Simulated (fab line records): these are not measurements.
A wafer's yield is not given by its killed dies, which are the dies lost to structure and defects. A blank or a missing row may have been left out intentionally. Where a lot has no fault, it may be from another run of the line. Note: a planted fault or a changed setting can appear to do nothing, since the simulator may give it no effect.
Chamber matching || flow n5 finfet || rie diel-02 running N5_MIM_BOT_ETCH_ETCH_04: 4 sister chambers
The step etches SiNx in CF4/O2, target depth 26 nm, time 13 s. 4 wafers are shown with their chamber, then 7 later ones without.

## EACH WAFER AND ITS CHAMBER
{"wafer": "L081.1", "chamber": 2, "showerhead plenum p Torr (Torr)": 2.11}
{"wafer": "L093.1", "chamber": 1, "showerhead plenum p Torr (Torr)": 2.14}
{"wafer": "L092.1", "chamber": 0, "showerhead plenum p Torr (Torr)": 2.14}
{"wafer": "L092.2", "chamber": 3, "showerhead plenum p Torr (Torr)": 2.29}

## WAFERS WHOSE CHAMBER IS MISSING
{"wafer": "L092.3", "showerhead plenum p Torr (Torr)": 2.10}
{"wafer": "L092.4", "showerhead plenum p Torr (Torr)": 2.14}
{"wafer": "L092.5", "showerhead plenum p Torr (Torr)": 2.14}
{"wafer": "L092.6", "showerhead plenum p Torr (Torr)": 2.10}
{"wafer": "L094.2", "showerhead plenum p Torr (Torr)": 2.10}
{"wafer": "L094.4", "showerhead plenum p Torr (Torr)": 2.29}
{"wafer": "L094.5", "showerhead plenum p Torr (Torr)": 2.14}

## CHAMBER TAKEN BY EACH
{"wafer": "L092.3", "from the rows above": 2, "in truth": 2}
{"wafer": "L092.4", "from the rows above": "can't be placed: 0 or 1", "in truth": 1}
{"wafer": "L092.5", "from the rows above": "can't be placed: 0 or 1", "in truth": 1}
{"wafer": "L092.6", "from the rows above": 2, "in truth": 2}
{"wafer": "L094.2", "from the rows above": 2, "in truth": 2}
{"wafer": "L094.4", "from the rows above": 3, "in truth": 3}
{"wafer": "L094.5", "from the rows above": "can't be placed: 0 or 1", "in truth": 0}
Correctly placed: 4 of 7. Unplaceable from these rows: 3, with the true chamber sitting among the candidates in 3. 0 placed wrongly.
How it was worked out, from the rows above alone: a wafer's distance from a chamber is the root of the sum, over the readings, of the square of ((its reading less the chamber's mean) divided by the reading's scatter). The wafer belongs to the nearest chamber; if the next one is less than 2 further off, it can't be placed. A chamber's mean is the mean of its shown wafers. The scatter: root of mean squared gap, hidden wafer to nearest shown wafer, with one shown wafer a chamber.
